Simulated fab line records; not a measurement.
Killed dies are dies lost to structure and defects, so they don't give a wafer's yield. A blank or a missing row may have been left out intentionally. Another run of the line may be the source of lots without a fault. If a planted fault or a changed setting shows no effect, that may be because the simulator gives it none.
Struck lot and sound lot, side by side    flow nand_harc    14 out of 1159 route steps
Sound: wafers L164.1, L164.3, L164.4. Struck: wafer L171.6. (L171.2 of the same lot was not struck and is left out.) The cause comes at the end.
For every step that has rows: the tool of each side, followed by ch and its chambers, followed by its first start. Under that, the readings that differ: sound wafers    struck wafers    difference of the means    sigmas: that difference in standard deviations of wafers without a fault.
alike: readings with means less than 2 such deviations apart, plus words and numbers identical on both sides. not compared: withheld readings, readings lacking a value on some wafer, bounds such as >300 that could conceal the same value, and numbers that have no deviation in the record and whose values overlap.
Wherever a step has rows on one side only, a row that says differs or no value, or a row with sigmas, the two part there. Non-overlapping numbers with no deviation appear without sigmas and do not part them. Lack of a reading on every wafer of one side parts them only where that side has two or more wafers.

first, 4 steps without rows for these wafers: NHARC_P_M1_EBR_05; NHARC_P_M1_EXPOSE_06 (exposes mask P M1, target cd 130 nm); NHARC_P_M1_PEB_07 (peb time 65 s); NHARC_P_M1_DEVELOP_08 (develop time 35 s).
NHARC_P_M1_CD_MEAS_09 targets a cd of 130 nm.
  sound on cd_sem-03 ch 0, day 6 09:32; struck on cd_sem-01 ch 0, day 8 17:26
  alike: cd_nm
NHARC_P_M1_OVL_MEAS_10: pitch 260 nm.
  struck on overlay-01, day 8 17:31; sound on overlay-02, day 6 09:38
  alike: overlay_x_nm, overlay_y_nm
NHARC_P_M1_INSPECT_11:
  struck on defect_inspect-01, day 8 17:34; sound on defect_inspect-01, day 6 09:40
  alike: raw_defect_count
NHARC_P_M1_DESCUM_14: chemistry O2, time 3 s.
  sound on rie_diel-06 ch 0,1,3, day 6 09:44; struck on rie_diel-01 ch 0, day 8 17:37
reading                          sound           struck  difference  sigmas
drypump_motor_current_A (A)      5.7 5.6 5.5     6.5     +0.9        +2
rf_vpp_V (V)                     56.3 56.1 57.5  58.8    +2.2        +3
showerhead_plenum_p_Torr (Torr)  1.91 1.88 1.96  2.06    +0.14       +2
  alike: o2_flow_sccm, oes_product_au, throttle_valve_pct
  not compared: rf_hours_counter_h
NHARC_P_M1_ETCH_35: etches the open film in N2/H2, target depth 40 nm, overetch 12 nm, time 43.94 s.
  sound on rie_diel-06 ch 0,1,3, day 6 09:49; struck on rie_diel-01 ch 1, day 8 17:43
  alike: drypump_motor_current_A, oes_product_au, rf_vpp_V, showerhead_plenum_p_Torr, throttle_valve_pct
  not compared: rf_hours_counter_h
NHARC_P_M1_ETCH_15: etches the open film in C4F8/Ar, target depth 182.5 nm, time 91.2 s.
  sound: rie_diel-06 ch 1,2,3; struck: rie_diel-01 ch 2
  alike: oes_product_au, rf_vpp_V
  not compared: rf_hours_counter_h
NHARC_P_M1_CD_MEAS_16:
  struck on cd_sem-03, day 8 18:02; sound on cd_sem-01, day 6 10:02
  alike: cd_nm
NHARC_P_M1_STRIP_18: strips in N2/H2.
  sound on rie_diel-12 ch 0,3, day 6 10:07; struck on rie_diel-12 ch 1, day 8 18:11
reading                          sound           struck  difference  sigmas
showerhead_plenum_p_Torr (Torr)  2.16 2.19 2.16  1.97    -0.20       -3
  alike: drypump_motor_current_A, oes_product_au, rf_vpp_V, throttle_valve_pct
  not compared: rf_hours_counter_h
NHARC_P_M1_ETCH_28: etches the open film in CF4/N2, target depth 30 nm, time 72.99 s.
  sound on rie_diel-12 ch 0,2,3, day 6 10:28; struck on rie_diel-12 ch 0, day 8 18:22
reading                sound              struck  difference  sigmas
oes_product_au (a.u.)  0.991 1.011 0.989  0.820   -0.177      -13
  alike: drypump_motor_current_A, rf_vpp_V, showerhead_plenum_p_Torr, throttle_valve_pct
  not compared: rf_hours_counter_h
then, 1 step without rows for these wafers: NHARC_P_M1_STRIP_19 (strips in post etch residue remover, time 600 s).

## WHERE THEY PART
At NHARC_P_M1_DESCUM_14 first; at NHARC_P_M1_ETCH_28 last (within this record only).

WHY: what had been put in by the simulator
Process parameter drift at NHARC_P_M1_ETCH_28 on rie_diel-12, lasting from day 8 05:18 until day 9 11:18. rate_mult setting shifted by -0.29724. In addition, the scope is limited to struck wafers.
